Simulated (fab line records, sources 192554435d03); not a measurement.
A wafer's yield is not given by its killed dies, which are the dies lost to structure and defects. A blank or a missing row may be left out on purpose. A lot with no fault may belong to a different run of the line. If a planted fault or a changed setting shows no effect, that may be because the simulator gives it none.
Struck lot and sound lot, side by side	flow n5Finfet	20 steps out of a route of 1938
Sound: wafers L525.2, L525.4, L525.6. Wafers L531.2, L531.4, L531.6 were the ones struck. The cause comes at the end.
Per side, at each step with rows, come the tool, then ch with its chambers, and then its first start. Under that, the readings that differ: sound wafers	struck wafers	difference of the means	sigmas: that difference in standard deviations of wafers without a fault.
alike: words and numbers the same on both sides, and readings whose means are apart by under 2 such deviations; not compared: readings that were withheld, readings missing a value for some wafer, numbers with overlapping values and no deviation given by the record, and bounds like >300 which may hide the same value.
The two part at a step that has a row with sigmas, a row that says differs or no value, or rows on one side only. Numbers that have no deviation but don't overlap get no sigmas and don't part them. Lack of a reading on every wafer of one side parts them only where that side has two or more wafers.

first, 8 steps without rows for these wafers: N5_BEOL_M13_DESCUM_15 (chemistry O2, time 7.9 s); N5_BEOL_M13_ETCH_59 (etches BARC in N2/H2, target depth 89 nm, overetch 26.7 nm, time 67.9 s); N5_BEOL_M13_VIA_ETCH_16 (etches SiOC in C4F8/O2/Ar, target depth 921.7 nm); N5_BEOL_M13_STRIP_63 (strips in N2/H2); N5_BEOL_M13_STRIP_64 (strips in N2/H2); N5_BEOL_M13_STRIP_71 (strips in post etch residue remover, time 60 s); N5_BEOL_M13_SRD_72 (time 30 s, dry time 30 s); N5_BEOL_M13_COAT_65 (time 60 s, resist thk 350 nm).
N5_BEOL_M13_COAT_66: time 60 s, resist thk 110 nm.
  sound on lithoTrack-05 ch 0, day 13 07:35; struck on lithoTrack-05 ch 0, day 15 00:42
reading	sound	struck	difference	sigmas
spinSpeedRpm (rpm)	1500.3 1500.9 1498.0	1673.3 1673.4 1673.5	+173.7	+99 or more
model.SiARC_of_BEOL_M13_COAT_66.thkNm (nm)	110.4 110.2 110.4	104.2 104.4 104.2	-6.1	
then, 8 steps without rows for these wafers: N5_BEOL_M13_COAT_22 (resist thk 300 nm); N5_BEOL_M13_EBR_24; N5_BEOL_M13_SOFTBAKE_23 (time 60 s); N5_BEOL_M13_EXPOSE_25 (exposes mask M13, target cd 210 nm); N5_BEOL_M13_PEB_26 (peb time 90 s); N5_BEOL_M13_DEVELOP_27 (develop time 45 s); N5_BEOL_M13_HARDBAKE_32 (time 120 s); N5_BEOL_M13_DESCUM_33 (chemistry O2, time 7.9 s).
N5_BEOL_M13_ETCH_67: etches SiARC in CF4, target depth 143 nm, time 238.3 s.
  sound on rieDiel-05 ch 0,3, day 13 07:59; struck on rieDiel-03 ch 0,3, day 15 01:14
reading	sound	struck	difference	sigmas
etchRfOnTimeS (s)	239 244 242	226 223 223	-18	-3
model.etch.depthNm (nm)	110.3 110.3 110.3	104.2 104.5 104.3	-6.0	
model.coat_of_BEOL_M13_COAT_22.thkNm (nm)	211.4 211.8 211.4	215.4 215 215.6	+3.8	
  alike: drypumpMotorCurrentA, oesProductAu, rfVppV, showerheadPlenumPTorr, throttleValvePct
  not compared: rfHoursCounterH
N5_BEOL_M13_ETCH_68: etches SOC in N2/H2, time 355 s.
  sound on rieDiel-05 ch 0,3, day 13 08:08; struck on rieDiel-03 ch 0,3, day 15 01:23
reading	sound	struck	difference	sigmas
model.SiARC_of_BEOL_M13_COAT_66.thkNm (nm)	77 76.8 77	71.6 71 70.8	-5.8	
  alike: drypumpMotorCurrentA, oesProductAu, rfVppV, showerheadPlenumPTorr, throttleValvePct
  not compared: rfHoursCounterH
then, 1 step without rows for these wafers: N5_BEOL_M13_STRIP_69 (strips in N2/H2).

## WHERE THEY PART
First at N5_BEOL_M13_COAT_66; last, within this record, at N5_BEOL_M13_ETCH_67. Later steps at which nothing parts them and some readings are alike: N5_BEOL_M13_ETCH_68.

WHY: the cause the simulator had injected
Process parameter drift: lithoTrack-05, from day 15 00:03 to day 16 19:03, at N5_BEOL_M13_COAT_66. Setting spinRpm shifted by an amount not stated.
